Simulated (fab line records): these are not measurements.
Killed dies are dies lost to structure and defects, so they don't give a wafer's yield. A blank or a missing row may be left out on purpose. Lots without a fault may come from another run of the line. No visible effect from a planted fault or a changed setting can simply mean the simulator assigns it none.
Which tool is to blame?    flow nand_harc    36 wafers from 12 lots sampled at 4 of the route's 1159 steps

== WHAT EACH GAUGE READ, for each wafer ==
NHARC_P_CONTACT_CD_MEAS_12 targets a cd of 90 nm. Usual: cd_nm at 90.1 nm, with a standard deviation of 0.66.
lot   measured      on         cd_nm (nm)      flag
L746  day 5 17:53   cd_sem-02  89.5 90.6 90.7  
L751  day 6 23:13   cd_sem-01  84.1 83.0 84.4  OFF
L753  day 7 13:53   cd_sem-03  90.6 89.9 91.5  
L759  day 8 23:36   cd_sem-01  89.7 90.3 91.4  
L760  day 9 11:50   cd_sem-02  90.1 89.3 90.8  
L762  day 9 14:25   cd_sem-02  90.6 90.5 90.1  
L761  day 9 14:41   cd_sem-01  89.7 89.7 90.3  
L764  day 10 08:02  cd_sem-03  90.5 89.1 89.8  
L765  day 10 12:53  cd_sem-01  90.1 90.9 90.3  
L766  day 10 19:23  cd_sem-03  89.6 89.8 90.1  
L767  day 10 20:05  cd_sem-02  90.5 90.4 90.3  
L768  day 11 07:54  cd_sem-01  89.8 90.3 91.0  

NHARC_P_CONTACT_INSPECT_14. Usual: raw_defect_count at 3.3, with a standard deviation of 2.
lot   measured      on                 raw_defect_count  flag
L746  day 5 18:01   defect_inspect-01  1 1 2             
L751  day 6 23:20   defect_inspect-02  6 5 4             
L753  day 7 14:00   defect_inspect-02  5 7 3             
L759  day 8 23:43   defect_inspect-01  3 0 4             
L760  day 9 11:58   defect_inspect-02  0 0 1             
L762  day 9 14:32   defect_inspect-02  4 1 2             
L761  day 9 14:49   defect_inspect-01  6 3 4             
L764  day 10 08:09  defect_inspect-01  1 4 2             
L765  day 10 13:01  defect_inspect-02  2 3 5             
L766  day 10 19:30  defect_inspect-01  1 3 1             
L767  day 10 20:13  defect_inspect-02  4 3 1             
L768  day 11 08:01  defect_inspect-01  6 4 5             

== TOOL THAT RAN EACH LOT (tool first, then ch and the chambers of the sampled wafers, then the start) ==
lot   NHARC_P_GATE_RTA_82               NHARC_P_CONTACT_EXPOSE_09
L746  rtp_anneal-01 ch 0, day 5 15:47   arfi_scanner-01 ch 0, day 5 17:45
L751  rtp_anneal-02 ch 0, day 6 21:16   arfi_scanner-01 ch 0, day 6 23:04
L753  rtp_anneal-02 ch 0, day 7 12:13   arfi_scanner-01 ch 0, day 7 13:44
L759  rtp_anneal-01 ch 0, day 8 21:47   arfi_scanner-01 ch 0, day 8 23:28
L760  rtp_anneal-01 ch 0, day 9 10:03   arfi_scanner-02 ch 0, day 9 11:41
L762  rtp_anneal-01 ch 0, day 9 12:38   arfi_scanner-03 ch 0, day 9 14:17
L761  rtp_anneal-01 ch 0, day 9 12:52   arfi_scanner-02 ch 0, day 9 14:32
L764  rtp_anneal-02 ch 0, day 10 06:15  arfi_scanner-01 ch 0, day 10 07:53
L765  rtp_anneal-02 ch 0, day 10 11:02  arfi_scanner-03 ch 0, day 10 12:45
L766  rtp_anneal-01 ch 0, day 10 17:36  arfi_scanner-02 ch 0, day 10 19:14
L767  rtp_anneal-01 ch 0, day 10 18:25  arfi_scanner-02 ch 0, day 10 19:57
L768  rtp_anneal-02 ch 0, day 11 06:08  arfi_scanner-03 ch 0, day 11 07:46
- NHARC_P_GATE_RTA_82: time 30 s.
- NHARC_P_CONTACT_EXPOSE_09: exposes mask P CA, target cd 90 nm.

== WHAT THE TOOLS THEMSELVES READ (means of the sampled wafers that have a number; where no wafer has one, the mark that the record gives instead) ==
NHARC_P_GATE_RTA_82. Usual: lamp_power_pct 3.81 %, standard deviation 0.038; lamp_zone_2_pct 3.81 %, standard deviation 0.037; lamp_zone_4_pct 3.81 %, standard deviation 0.037; wafer_temp_C_max 452.1, standard deviation 0.96.
lot   tool           lamp_power_pct (%)  lamp_zone_2_pct (%)  lamp_zone_4_pct (%)  wafer_temp_C_max  flag
L746  rtp_anneal-01  3.83                3.84                 3.84                 451.6             
L751  rtp_anneal-02  3.76                3.76                 3.76                 452.8             
L753  rtp_anneal-02  3.75                3.76                 3.76                 453.3             
L759  rtp_anneal-01  3.84                3.83                 3.83                 451.3             
L760  rtp_anneal-01  3.84                3.84                 3.84                 452.0             
L762  rtp_anneal-01  3.84                3.83                 3.84                 451.6             
L761  rtp_anneal-01  3.84                3.84                 3.84                 451.6             
L764  rtp_anneal-02  3.75                3.76                 3.76                 453.9             
L765  rtp_anneal-02  3.75                3.76                 3.76                 453.7             
L766  rtp_anneal-01  3.84                3.83                 3.84                 451.1             
L767  rtp_anneal-01  3.84                3.84                 3.83                 451.2             
L768  rtp_anneal-02  3.76                3.76                 3.76                 452.9             

NHARC_P_CONTACT_EXPOSE_09. Usual: focus_offset_nm at -0.1 nm, with a standard deviation of 0.45.
lot   tool             focus_offset_nm (nm)  flag
L746  arfi_scanner-01  -0.1                  
L751  arfi_scanner-01  0.1                   
L753  arfi_scanner-01  0.1                   
L759  arfi_scanner-01  -0.1                  
L760  arfi_scanner-02  -0.1                  
L762  arfi_scanner-03  -0.2                  
L761  arfi_scanner-02  0.1                   
L764  arfi_scanner-01  0.3                   
L765  arfi_scanner-03  0.4                   
L766  arfi_scanner-02  0.1                   
L767  arfi_scanner-02  -0.3                  
L768  arfi_scanner-03  -0.3                  

== THE ANSWER, worked out from the rows above alone ==
Rule: take the mean of a lot's wafers that have a number; if it is more than 3 standard deviations from the usual mean, the lot is off. Also off: a lot with no number at a reading for which 4 or more lots have one. Any other lot the step has rows for is counted as sound. First the gauges in route order, then the tools' own readings, where a lot's mean is used as printed above. At the first step where some lot is off, the reading lying furthest off is the one used; lots without a number count as furthest.
Off: L751 (NHARC_P_CONTACT_CD_MEAS_12, cd_nm).
If a tool, at a process step before that reading, ran all the lots that are off and no sound lot after the first of them, it fits. Those tools and the gauges at NHARC_P_CONTACT_CD_MEAS_12 are tried in the same way. Not one of the candidates tried fits.

== WHAT THE SIMULATOR PUT IN ==
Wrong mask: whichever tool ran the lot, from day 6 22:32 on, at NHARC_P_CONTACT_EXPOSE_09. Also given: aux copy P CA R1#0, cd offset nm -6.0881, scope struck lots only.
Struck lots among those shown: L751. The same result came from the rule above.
